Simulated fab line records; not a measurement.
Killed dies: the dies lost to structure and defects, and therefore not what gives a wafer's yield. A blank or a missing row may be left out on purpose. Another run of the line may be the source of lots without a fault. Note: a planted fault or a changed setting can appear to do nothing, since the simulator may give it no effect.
Which tool was responsible? :: flow nand harc :: Sampling: 11 lots, 33 wafers, 5 of 1159 route steps

== WHAT EACH GAUGE READ, for each wafer ==
NHARC_END_SORT_01.
lot: L228
measured: day 21 10:02
on: prober-01
killed at array: 30 24 37

lot: L234
measured: day 23 21:36
on: prober-01
killed at array: 674 37 27

lot: L238
measured: day 24 17:58
on: prober-02
killed at array: 14 673 21

== TOOL THAT RAN EACH LOT (tool first, then ch and the chambers of the sampled wafers, then the start) ==
lot: L218
NHARC_A_STAIRCASE_ETCH_170: rie diel-01 ch 0,2,3, day 10 19:49 or earlier
NHARC_A_STAIRCASE_TRIM_12: rie diel-04 ch 0,1,3, day 10 19:49
NHARC_A_STAIRCASE_ETCH_21: rie diel-01 ch 0,1,2, no start
NHARC_A_STAIRCASE_ETCH_23: rie diel-01 ch 0,2,3, no start

lot: L219
NHARC_A_STAIRCASE_ETCH_170: rie diel-01 ch 0,1, day 11 10:51 or earlier
NHARC_A_STAIRCASE_TRIM_12: rie diel-01 ch 0,2,3, day 11 10:51
NHARC_A_STAIRCASE_ETCH_21: rie diel-01 ch 0,1,3, no start
NHARC_A_STAIRCASE_ETCH_23: rie diel-01 ch 1,2, no start

lot: L226
NHARC_A_STAIRCASE_ETCH_170: rie diel-08 ch 0,2, day 12 13:18 or earlier
NHARC_A_STAIRCASE_TRIM_12: rie diel-04 ch 0,1, day 12 13:18
NHARC_A_STAIRCASE_ETCH_21: rie diel-01 ch 0,3, no start
NHARC_A_STAIRCASE_ETCH_23: rie diel-01 ch 0,1,3, no start

lot: L228
NHARC_A_STAIRCASE_ETCH_170: rie diel-01 ch 0,1, day 13 02:26 or earlier
NHARC_A_STAIRCASE_TRIM_12: rie diel-08 ch 0,1,2, day 13 02:26
NHARC_A_STAIRCASE_ETCH_21: rie diel-08 ch 0,2,3, day 21 10:02 or earlier
NHARC_A_STAIRCASE_ETCH_23: rie diel-08 ch 0,1,2, day 21 10:02 or earlier

lot: L231
NHARC_A_STAIRCASE_ETCH_170: rie diel-01 ch 0,1, day 14 00:09 or earlier
NHARC_A_STAIRCASE_TRIM_12: rie diel-01 ch 0,1,3, day 14 00:09
NHARC_A_STAIRCASE_ETCH_21: rie diel-01 ch 0,2,3, no start
NHARC_A_STAIRCASE_ETCH_23: rie diel-01 ch 1,3, no start

lot: L230
NHARC_A_STAIRCASE_ETCH_170: rie diel-08 ch 0,2,3, day 14 07:05 or earlier
NHARC_A_STAIRCASE_TRIM_12: rie diel-08 ch 1,2,3, day 14 07:05
NHARC_A_STAIRCASE_ETCH_21: rie diel-04 ch 1,2,3, no start
NHARC_A_STAIRCASE_ETCH_23: rie diel-04 ch 0,2,3, no start

lot: L229
NHARC_A_STAIRCASE_ETCH_170: rie diel-04 ch 0,2,3, day 14 07:20 or earlier
NHARC_A_STAIRCASE_TRIM_12: rie diel-04 ch 0,2, day 14 07:20
NHARC_A_STAIRCASE_ETCH_21: rie diel-08 ch 0,2,3, no start
NHARC_A_STAIRCASE_ETCH_23: rie diel-08 ch 0,1,2, no start

lot: L234
NHARC_A_STAIRCASE_ETCH_170: rie diel-04 ch 1,2,3, day 14 19:28 or earlier
NHARC_A_STAIRCASE_TRIM_12: rie diel-04 ch 0,2, day 14 19:28
NHARC_A_STAIRCASE_ETCH_21: rie diel-08 ch 0,1,3, day 23 21:36 or earlier
NHARC_A_STAIRCASE_ETCH_23: rie diel-08 ch 0,1,2, day 23 21:36 or earlier

lot: L238
NHARC_A_STAIRCASE_ETCH_170: rie diel-01 ch 0,3, day 15 17:38 or earlier
NHARC_A_STAIRCASE_TRIM_12: rie diel-04 ch 0,3, day 15 17:38
NHARC_A_STAIRCASE_ETCH_21: rie diel-08 ch 0,2,3, day 24 17:58 or earlier
NHARC_A_STAIRCASE_ETCH_23: rie diel-08 ch 0,2,3, day 24 17:58 or earlier

lot: L241
NHARC_A_STAIRCASE_ETCH_170: rie diel-08 ch 0,1,2, day 16 13:01 or earlier
NHARC_A_STAIRCASE_TRIM_12: rie diel-01 ch 0,1, day 16 13:01
NHARC_A_STAIRCASE_ETCH_21: rie diel-04 ch 1,2,3, no start
NHARC_A_STAIRCASE_ETCH_23: rie diel-04 ch 0,2,3, no start

lot: L240
NHARC_A_STAIRCASE_ETCH_170: rie diel-08 ch 2,3, day 16 21:11 or earlier
NHARC_A_STAIRCASE_TRIM_12: rie diel-01 ch 2,3, day 16 21:11
NHARC_A_STAIRCASE_ETCH_21: rie diel-04 ch 2,3, no start
NHARC_A_STAIRCASE_ETCH_23: rie diel-04 ch 0,2,3, no start
- NHARC_A_STAIRCASE_ETCH_170: etches the open film in C4F6/O2, target depth 200 nm, time 66.667 s.
- NHARC_A_STAIRCASE_TRIM_12: chemistry O2, time 211.2 s.
- NHARC_A_STAIRCASE_ETCH_21: etches the open film in C4F8/O2, target depth 100 nm, time 40.5 s.
- NHARC_A_STAIRCASE_ETCH_23: etches the open film in C4F8/O2, target depth 100 nm, time 40.5 s.

== THE ANSWER, worked out from the rows above alone ==
Rule: usual is defined by the lots themselves. The widest of any qualifying gaps counts: lots, ordered by their means at a reading, are off when they make up no more than a third of the lots, leave a main group of 4 or more, and stand apart from it by 3 or more times the standard deviation of that group's means. A main group is skipped when, at the precision printed for the reading in the tables above, its means are all equal. A lot without any number at a reading at which 4 lots or more have one is off too. Where the step has rows for the other lots, those lots are counted as sound.
None of the lots is off at any reading shown; this tells nothing.

== WHAT WAS PUT IN BY THE SIMULATOR ==
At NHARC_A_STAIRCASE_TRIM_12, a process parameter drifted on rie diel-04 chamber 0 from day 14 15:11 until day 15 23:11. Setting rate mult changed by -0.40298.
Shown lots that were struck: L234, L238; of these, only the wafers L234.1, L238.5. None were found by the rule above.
